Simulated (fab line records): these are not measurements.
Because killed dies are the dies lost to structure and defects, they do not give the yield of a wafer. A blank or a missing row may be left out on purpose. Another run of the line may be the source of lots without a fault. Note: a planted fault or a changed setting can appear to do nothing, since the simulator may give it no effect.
Chamber matching | flow n5 finfet | rie diel-03 running N5_GATE_CUT_STRIP_59: 4 sister chambers
The step strips in N2/H2, time 20 s. 8 wafers are shown with their chamber, then 7 later ones without.

== WAFERS WITH THEIR CHAMBER ==
wafer  | chamber | drypump motor current A (A) | showerhead plenum p Torr (Torr)
L075.6 | 2       | 5.1                         | 3.23
L082.1 | 2       | 5.1                         | 3.23
L082.4 | 0       | 5.9                         | 3.39
L088.1 | 0       | 5.9                         | 3.38
L088.2 | 3       | 5.4                         | 3.47
L088.4 | 1       | 6.1                         | 3.34
L090.1 | 3       | 5.5                         | 3.47
L090.4 | 1       | 6.1                         | 3.33

== WAFERS MISSING THEIR CHAMBER ==
wafer  | drypump motor current A (A) | showerhead plenum p Torr (Torr)
L090.6 | 6.1                         | 3.33
L094.2 | 5.4                         | 3.46
L094.3 | 5.9                         | 3.38
L094.5 | 5.9                         | 3.38
L097.2 | 5.1                         | 3.21
L097.3 | 5.4                         | 3.46
L097.6 | 6.1                         | 3.33

== WHICH CHAMBER EACH ONE RAN IN ==
wafer  | from the rows above | in truth
L090.6 | 1                   | 1
L094.2 | 3                   | 3
L094.3 | 0                   | 0
L094.5 | 0                   | 0
L097.2 | 2                   | 2
L097.3 | 3                   | 3
L097.6 | 1                   | 1
Correctly placed: 7 of 7. Can't be placed from these rows: 0. Wrongly placed: 0.
How it was worked out, from the rows above alone: a wafer's distance from a chamber is the root of the sum, over the readings, of the square of ((its reading less the chamber's mean) divided by the reading's scatter). If the next closest chamber is less than 2 further off than the closest, the wafer can't be placed; otherwise it belongs to the closest. Each chamber's mean is taken over the wafers shown for it. The scatter: the root of (the sum of the squares of (reading less its chamber's mean) over the shown wafers, divided by (wafers less chambers)).
